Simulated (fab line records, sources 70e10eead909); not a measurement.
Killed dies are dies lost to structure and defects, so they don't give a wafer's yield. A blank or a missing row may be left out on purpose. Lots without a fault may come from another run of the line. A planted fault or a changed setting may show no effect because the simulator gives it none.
Chamber matching | flow nand_harc | NHARC_P_CONTACT_ALD_22 on ald_metal-04: 4 sister chambers
The step deposits TiN, target thk 3 nm, pulse time 1 s, ald cycles 150. 4 wafers are shown with their chamber, then 8 later ones without.

WAFERS WITH THEIR CHAMBER
wafer  | chamber | heater_power_w (W)
L084.2 | 1       | 1068
L084.3 | 0       | 1023
L087.4 | 2       | 1076
L088.2 | 3       | 1080

WAFERS WITHOUT THEIR CHAMBER
wafer  | heater_power_w (W)
L088.3 | 1082
L088.5 | 1060
L091.1 | 1136
L091.3 | 1081
L091.4 | 1051
L097.1 | 1094
L097.4 | 994
L097.5 | 1090

WHICH CHAMBER EACH WENT THROUGH
wafer  | from the rows above               | in truth
L088.3 | can't be placed: 3 or 2 or 1      | 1
L088.5 | can't be placed: 1 or 2 or 3 or 0 | 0
L091.1 | can't be placed: 3 or 2 or 1      | 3
L091.3 | can't be placed: 3 or 2 or 1      | 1
L091.4 | can't be placed: 1 or 2 or 0 or 3 | 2
L097.1 | can't be placed: 3 or 2 or 1      | 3
L097.4 | can't be placed: 0 or 1           | 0
L097.5 | can't be placed: 3 or 2 or 1      | 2
Placed correctly: 0 of 8. Can't be placed from these rows: 8 (the true chamber is among the candidates in 8). Placed wrongly: 0.
How it was worked out, from the rows above alone: a wafer's distance from a chamber is the root of the sum, over the readings, of the square of ((its reading less the chamber's mean) divided by the reading's scatter). The wafer belongs to the nearest chamber; if the next one is less than 2 further off, it can't be placed. A chamber's mean is the mean of its shown wafers. The scatter: with one shown wafer a chamber, the root of the mean of the squares of how far each hidden wafer lies from its nearest shown one.
